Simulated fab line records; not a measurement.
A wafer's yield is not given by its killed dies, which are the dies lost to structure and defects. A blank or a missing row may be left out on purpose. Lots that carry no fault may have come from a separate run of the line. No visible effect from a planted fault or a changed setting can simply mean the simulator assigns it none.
Chamber matching	flow n5-finfet	4 sister chambers for N5_BEOL_M15_DESCUM_15 on rie-diel-01
The step chemistry O2, time 7.9 s. 14 wafers are shown with their chamber, then 7 later ones without.

== WAFERS WITH THEIR CHAMBER ==
wafer	chamber	drypump-motor-current-A (A)	showerhead-plenum-p-Torr (Torr)	throttle-valve-pct (%)
L074.3	3	6.2	2.01	20.22
L074.4	0	5.8	2.22	20.19
L074.5	1	4.7	2.13	20.37
L076.1	0	5.9	2.21	20.18
L076.3	1	4.7	2.13	20.37
L076.4	3	6.2	2.00	20.24
L080.1	2	6.6	2.05	20.51
L080.3	0	5.9	2.21	20.20
L080.5	2	6.6	2.05	20.50
L083.4	3	6.2	2.00	20.27
L083.5	2	6.6	2.05	20.49
L083.6	3	6.2	2.00	20.27
L084.2	2	6.6	2.05	20.52
L084.4	1	4.7	2.12	20.39

SIGNATURES (averages over the wafers above)
reading	chamber 0	chamber 1	chamber 2	chamber 3	scatter within a chamber
drypump-motor-current-A	5.867	4.700	6.600	6.200	0.0258
showerhead-plenum-p-Torr	2.2133	2.1267	2.0500	2.0025	0.00456
throttle-valve-pct	20.1900	20.3767	20.5050	20.2500	0.0166
Rule: distance of a wafer from a chamber = root of the sum over the readings of ((wafer's reading minus chamber's mean) / reading's scatter) squared. If the next closest chamber is less than 2 further off than the closest, the wafer can't be placed; otherwise it belongs to the closest. The scatter is the square root of a quotient: the sum, over the shown wafers, of each reading's squared deviation from its chamber's mean, divided by wafers minus chambers.

== WAFERS WITHOUT THEIR CHAMBER ==
wafer	drypump-motor-current-A (A)	showerhead-plenum-p-Torr (Torr)	throttle-valve-pct (%)
L084.5	4.7	2.12	20.39
L091.2	5.9	2.20	20.22
L091.4	6.2	2.00	20.27
L091.6	5.8	2.20	20.23
L093.1	6.5	2.05	20.54
L093.4	4.7	2.12	20.40
L093.6	5.9	2.20	20.25

== EACH ONE'S CHAMBER ==
wafer	from the rows above	in truth
L084.5	1	1
L091.2	0	0
L091.4	3	3
L091.6	0	0
L093.1	2	2
L093.4	1	1
L093.6	0	0
Correctly placed: 7 of 7. Number that these rows cannot place: 0. Placed wrongly: 0.
